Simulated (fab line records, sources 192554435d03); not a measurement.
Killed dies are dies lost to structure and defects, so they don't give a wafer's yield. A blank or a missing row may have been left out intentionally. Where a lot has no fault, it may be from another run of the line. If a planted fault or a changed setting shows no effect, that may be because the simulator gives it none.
fab line records -- flow n5_finfet
record: lots: 6, wafers: 17, last_day: 17
route steps=1938 shown BEOL_M9@1407
lots that met no fault: from a run of the same line without faults
start_h: the number of hours between the record's first day and the start of the first shown wafer of the lot -- wait_h: hours since the lot's step before -- " the same as in the row above -- L1.1+2: a single row standing in for several wafers -- - no value, or no start was given -- * or withheld: withheld -- < > ~ a bound
route shown NAME@n: names a module that has steps shown in the file, with the first one's number in the route -- usual: mean and standard deviation over wafers with no fault -- same: alike in all rows -- chamber/n: place in a boat -- sites: per-site readings -- _std_site: their standard deviation -- _edge_site: outer sites' mean less inner sites' -- radius_mm: for every site, how far away it sits from the centre of the wafer -- mask NAME#n: copy n -- behind: the last tool/chamber to shape the wafer -- hold: cause of the lot's hold/its duration in hours/its outcome -- device: the transistor (n, p or np) that didn't switch -- end of line: at the end of the route, the tests of the same wafers -- for a step that has no rows: nothing shown but its recipe -- killed: at the first sort, the dies lost to defects and structure; wafer yield is something else -- map: a wafer's dies, marking killed ones x, the rest . and places with no die _
set.NAME: the setting the step ran with; set.NAME@STEP: the setting that earlier step ran with -- model.NAME: the simulator's own value behind a step, which no gauge read
lots at some steps of the route; a table a step, a row a wafer
services: when a tool's chamber went out of use (start_h, in hours from the record's first day, below 0 if earlier), for how many hours, and the reason
== steps ==
step: N5_BEOL_M9_COAT_60
recipe: resist: SiARC, temp_c: 220, time_s: 60, spin_rpm: 1500, resist_thk_nm: 30
step: N5_BEOL_M9_COAT_05
recipe: resist: CAR-ArF, spin_rpm: 1500, resist_thk_nm: 90
step: N5_BEOL_M9_EBR_07
recipe: solvent: PGMEA, ebr_width_mm: 1.5
step: N5_BEOL_M9_SOFTBAKE_06
recipe: temp_c: 110, time_s: 60, resist: CAR-ArF
step: N5_BEOL_M9_EXPOSE_08
recipe: mask_id: M9, na: 1.35, source_shape: dipole, sigma_inner: 0.411, sigma_outer: 0.611, polarization: te, dose_mj: 53.75
step: N5_BEOL_M9_PEB_09
recipe: peb_temp_c: withheld, peb_time_s: 60, resist: CAR-ArF
step: N5_BEOL_M9_DEVELOP_10
recipe: develop_time_s: 30, developer: TMAH, resist: CAR-ArF, rinse_liquid: diw, dry: air_spin, dev_temp_c: 23
step: N5_BEOL_M9_CD_MEAS_11
recipe: target_cd_nm: 64.1, landing_energy_ev: 500, detector: se_inlens, polarity: opening
usual: cd_nm: 64.3/0.85
same: landing_energy_ev: 500
lot.wafer,tool,chamber,start_h,wait_h,cd_nm
L716.1,cd_sem-03,0,218.04,-,63.8
L716.2,cd_sem-03,0,218.04,-,64.4
L716.6,cd_sem-03,0,218.04,-,63.9
L718.1,cd_sem-01,0,239.67,-,64.6
L718.2,cd_sem-01,0,239.67,-,65.2
L718.3,cd_sem-01,0,239.67,-,64.2
L724.3,cd_sem-01,0,273.33,-,62.9
L724.5,cd_sem-01,0,273.33,-,63.9
L724.6,cd_sem-01,0,273.33,-,63.1
L734.4,cd_sem-02,0,322.06,-,65.1
L734.6,cd_sem-02,0,322.06,-,64.4
L737.1,cd_sem-01,0,342.24,-,64.0
L737.2,cd_sem-01,0,342.24,-,63.2
L737.5,cd_sem-01,0,342.24,-,64.3
L736.2,cd_sem-03,0,342.32,-,64.3
L736.3,cd_sem-03,0,342.32,-,64.3
L736.5,cd_sem-03,0,342.32,-,64.1
step: N5_BEOL_M9_OVL_MEAS_12
recipe: points_per_wafer: 44
usual: M9_OVL: 0.1/0.69
lot.wafer,tool,chamber,start_h,wait_h,M9_OVL[nm]
L716.1,overlay-01,0,218.07,0.0,0.3
L716.2,overlay-01,0,218.07,0.0,-0.2
L716.6,overlay-01,0,218.07,0.0,0.4
L718.1,overlay-01,0,239.70,0.0,0.0
L718.2,overlay-01,0,239.70,0.0,-0.1
L718.3,overlay-01,0,239.70,0.0,-0.6
L724.3,overlay-01,0,273.35,0.0,-0.3
L724.5,overlay-01,0,273.35,0.0,0.7
L724.6,overlay-01,0,273.35,0.0,0.1
L734.4,overlay-01,0,322.09,0.0,-0.5
L734.6,overlay-01,0,322.09,0.0,-0.2
L737.1,overlay-02,0,342.28,0.0,-0.2
L737.2,overlay-02,0,342.28,0.0,-0.7
L737.5,overlay-02,0,342.28,0.0,0.2
L736.2,overlay-01,0,342.35,0.0,0.0
L736.3,overlay-01,0,342.35,0.0,-2.0
L736.5,overlay-01,0,342.35,0.0,-0.4
step: N5_BEOL_M9_INSPECT_13
recipe: mode: adi, inspect_instrument: brightfield
usual: raw_defect_count: 388/87
lot.wafer,tool,chamber,start_h,wait_h,raw_defect_count
L716.1,defect_inspect-01,-,218.09,0.0,331
L716.2,defect_inspect-01,-,218.09,0.0,394
L716.6,defect_inspect-01,-,218.09,0.0,351
L718.1,defect_inspect-02,-,239.73,0.0,396
L718.2,defect_inspect-02,-,239.73,0.0,482
L718.3,defect_inspect-02,-,239.73,0.0,279
L724.3,defect_inspect-02,-,273.38,0.0,412
L724.5,defect_inspect-02,-,273.38,0.0,459
L724.6,defect_inspect-02,-,273.38,0.0,395
L734.4,defect_inspect-01,-,322.12,0.0,390
L734.6,defect_inspect-01,-,322.12,0.0,372
L737.1,defect_inspect-02,-,342.30,0.0,539
L737.2,defect_inspect-02,-,342.30,0.0,442
L737.5,defect_inspect-02,-,342.30,0.0,562
L736.2,defect_inspect-02,-,342.38,0.0,306
L736.3,defect_inspect-02,-,342.38,0.0,366
L736.5,defect_inspect-02,-,342.38,0.0,418
step: N5_BEOL_M9_DESCUM_16
recipe: chemistry: O2, time_s: 7.9, source_power_w: 50, bias_power_w: 20, pressure_mtorr: 20, rf_frequency_hz: 2.712e+07, temp_c: 40, resist: CAR-ArF, o2_flow_sccm: 225
usual: bias_power_w: 20.00/0.059, drypump_motor_current_A: 5.9/0.57, oes_product_au: 0.77/0.066, rf_vpp_V: 243.0/1.3, showerhead_plenum_p_Torr: 2.08/0.065, throttle_valve_pct: 20.42/0.23
lot.wafer,tool,chamber,start_h,wait_h,bias_power_w,drypump_motor_current_A,oes_product_au,rf_hours_counter_h,rf_vpp_V,showerhead_plenum_p_Torr,throttle_valve_pct
L716.1,rie_diel-04,3,218.36,0.3,20.06,6.7,0.79,143,241.9,2.02,20.28
L716.2,rie_diel-04,1,218.36,0.3,19.96,5.0,0.84,45,245.0,2.16,20.65
L716.6,rie_diel-04,3,218.36,0.3,19.95,6.7,0.79,-,242.3,2.02,20.29
L718.1,rie_diel-04,2,239.76,0.0,19.99,5.8,0.72,186,243.2,2.01,20.41
L718.2,rie_diel-04,0,239.76,0.0,19.95,6.1,0.72,192,244.5,2.15,20.47
L718.3,rie_diel-04,3,239.76,0.0,19.98,6.6,0.79,151,241.8,2.02,20.28
L724.3,rie_diel-04,0,273.41,0.0,20.10,6.1,0.71,202,244.0,2.15,20.50
L724.5,rie_diel-04,3,273.41,0.0,20.10,6.6,0.78,-,241.5,2.01,20.31
L724.6,rie_diel-04,2,273.41,0.0,19.90,5.7,0.72,-,240.5,2.01,20.42
L734.4,rie_diel-04,2,322.15,0.0,20.04,5.7,0.71,210,241.3,2.00,20.43
L734.6,rie_diel-04,0,322.15,0.0,20.05,6.1,0.70,-,244.8,2.14,20.52
L737.1,rie_diel-01,3,342.35,0.1,19.93,6.2,0.70,230,241.4,2.08,20.35
L737.2,rie_diel-01,0,342.35,0.1,20.03,5.1,0.83,88,243.2,2.04,20.20
L737.5,rie_diel-01,0,342.35,0.1,20.02,5.1,0.84,-,242.7,2.04,20.20
L736.2,rie_diel-04,1,342.63,0.3,19.99,5.0,0.80,84,243.0,2.15,20.69
L736.3,rie_diel-04,3,342.63,0.3,20.04,6.7,0.76,188,241.0,2.01,20.34
L736.5,rie_diel-04,0,342.63,0.3,19.98,6.1,0.69,-,244.8,2.14,20.54
step: N5_BEOL_M9_ETCH_61
recipe: chemistry: CF4, target: SiARC, target_depth_a: 390, mask_material: CAR-ArF, time_s: 65, ion_energy_ev: 80, pressure_mtorr: 40, source_w: 545, bias_w: 36, Ar_flow_sccm: 100, cf4_flow_sccm: 100, ends: cleared
usual: bias_w: 35.99/0.11, drypump_motor_current_A: 5.9/0.57, etch_rf_on_time_s: 65.7/2.7, oes_product_au: 0.66/0.061, rf_vpp_V: 183.9/1.2, showerhead_plenum_p_Torr: 2.13/0.065, throttle_valve_pct: 15.56/0.19
lot.wafer,tool,chamber,start_h,wait_h,bias_w,drypump_motor_current_A,etch_rf_on_time_s,oes_product_au,rf_hours_counter_h,rf_vpp_V,showerhead_plenum_p_Torr,throttle_valve_pct
L716.1,rie_diel-04,3,218.40,0.0,35.96,6.6,63.2,0.67,143,183.0,2.07,15.46
L716.2,rie_diel-04,1,218.40,0.0,35.93,5.0,62.7,0.75,45,186.2,2.17,15.50
L716.6,rie_diel-04,3,218.40,0.0,35.95,6.7,63.0,0.69,-,181.9,2.07,15.46
L718.1,rie_diel-04,2,239.80,0.0,36.22,5.7,68.7,0.60,186,183.2,2.05,15.54
L718.2,rie_diel-04,0,239.80,0.0,35.85,6.1,68.4,0.60,192,184.8,2.21,15.73
L718.3,rie_diel-04,3,239.80,0.0,35.91,6.6,62.7,0.68,151,183.4,2.07,15.46
L724.3,rie_diel-04,0,273.45,0.0,36.01,6.1,69.0,0.59,202,186.4,2.21,15.76
L724.5,rie_diel-04,3,273.45,0.0,36.02,6.7,62.7,0.67,-,182.9,2.06,15.50
L724.6,rie_diel-04,2,273.45,0.0,35.85,5.8,69.0,0.59,-,183.3,2.05,15.56
L734.4,rie_diel-04,2,322.18,0.0,35.93,5.7,69.6,0.59,210,181.8,2.04,15.58
L734.6,rie_diel-04,0,322.18,0.0,36.16,6.1,69.3,0.59,-,184.4,2.21,15.80
L737.1,rie_diel-01,3,342.39,0.0,36.10,6.3,69.7,0.59,230,183.5,2.10,15.43
L737.2,rie_diel-01,0,342.39,0.0,36.05,5.1,62.9,0.70,88,183.1,2.07,15.31
L737.5,rie_diel-01,0,342.39,0.0,36.03,5.1,62.9,0.70,-,182.9,2.07,15.31
L736.2,rie_diel-04,1,342.67,0.0,35.85,5.0,63.6,0.71,84,185.1,2.16,15.57
L736.3,rie_diel-04,3,342.67,0.0,35.92,6.6,62.1,0.66,188,183.3,2.06,15.55
L736.5,rie_diel-04,0,342.67,0.0,36.09,6.1,70.5,0.57,-,184.4,2.20,15.81
step: N5_BEOL_M9_ETCH_62
recipe: chemistry: N2/H2, target: SOC, target_depth_a: 1100, overetch_a: 220, mask_material: SiARC, temp_c: 40, time_s: 165, ion_energy_ev: 200, pressure_mtorr: 30, source_w: 840, bias_w: 150, n2_flow_sccm: 200, h2_flow_sccm: 200
usual: bias_w: 150.0/0.42, drypump_motor_current_A: 5.9/0.57, h2_flow_sccm: 200.0/0.61, oes_product_au: 0.66/0.052, rf_vpp_V: 523.4/2.4, showerhead_plenum_p_Torr: 2.52/0.086, throttle_valve_pct: 17.79/0.23
lot.wafer,tool,chamber,start_h,wait_h,bias_w,drypump_motor_current_A,h2_flow_sccm,oes_product_au,rf_hours_counter_h,rf_vpp_V,showerhead_plenum_p_Torr,throttle_valve_pct,model.SiARC_of_BEOL_M9_COAT_60.thk_nm
L716.1,rie_diel-04,3,218.45,0.0,150.4,6.7,199.9,0.67,143,521.4,2.43,17.58,23.4
L716.2,rie_diel-04,1,218.45,0.0,150.0,5.0,200.6,0.73,45,524.7,2.61,17.95,23.6
L716.6,rie_diel-04,3,218.45,0.0,150.3,6.6,200.1,0.67,-,519.7,2.43,17.55,23.4
L718.1,rie_diel-04,2,239.85,0.0,150.1,5.7,200.5,0.62,186,521.3,2.43,17.71,24
L718.2,rie_diel-04,0,239.85,0.0,150.1,6.1,199.5,0.61,192,525.3,2.64,18.09,23.6
L718.3,rie_diel-04,3,239.85,0.0,150.4,6.7,199.6,0.66,151,520.9,2.43,17.57,23.2
L724.3,rie_diel-04,0,273.50,0.0,149.8,6.1,200.8,0.61,202,526.0,2.64,18.12,23.6
L724.5,rie_diel-04,3,273.50,0.0,150.2,6.7,200.0,0.65,-,520.1,2.42,17.58,23.4
L724.6,rie_diel-04,2,273.50,0.0,149.4,5.7,200.3,0.61,-,519.5,2.43,17.72,23.8
L734.4,rie_diel-04,2,322.23,0.0,-,5.7,199.7,0.68,210,519.9,2.42,17.76,25
L734.6,rie_diel-04,0,322.23,0.0,149.8,6.1,201.5,0.60,-,525.9,2.63,18.14,23.6
L737.1,rie_diel-01,3,342.44,0.0,150.0,6.3,199.5,0.61,230,524.5,2.48,17.43,24.2
L737.2,rie_diel-01,0,342.44,0.0,150.2,5.1,199.5,0.68,89,522.4,2.46,17.63,23.2
L737.5,rie_diel-01,0,342.44,0.0,149.4,5.1,199.9,0.68,-,522.0,2.46,17.62,23.2
L736.2,rie_diel-04,1,342.72,0.0,149.8,5.0,200.8,0.68,84,524.2,2.59,18.03,23.4
L736.3,rie_diel-04,3,342.72,0.0,-,6.6,199.1,0.76,188,521.4,2.41,17.66,24.2
L736.5,rie_diel-04,0,342.72,0.0,150.1,6.1,200.4,0.60,-,526.1,2.63,18.16,23.6
step: N5_BEOL_M9_STRIP_68
recipe: chemistry: N2/H2, temp_c: 40, n2_flow_sccm: 200, h2_flow_sccm: 200, rf_frequency_hz: 6e+07
== services ==
tool,chamber,start_h,hours,kind
rie_diel-01,2,220.07,16.1,repair
rie_diel-04,1,310.45,4.1,repair
== key ==
first_sign none at tools or gauges
model_effect: step: N5_BEOL_M9_ETCH_62, value: SiARC_of_BEOL_M9_COAT_60.thk_nm, without: 23.5, struck: 24.6
met_at N5_BEOL_M9_ETCH_62
struck_wafers L734.4,L736.3
sort_left_out L734.4,L736.3
onset_between 273.50 322.23
fault: kind: process_parameter_drift, tool: rie_diel-04, chamber: -, onset_h: 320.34, steps: N5_BEOL_M9_ETCH_62, channel: time_s, offset: *, shape: step, end_h: 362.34, scope: struck_wafers_only, acts_in: *, stated: *
sort_left_out: the simulated sort isn't trusted on such a fault, so these wafers' sort isn't shown, and their yield isn't known
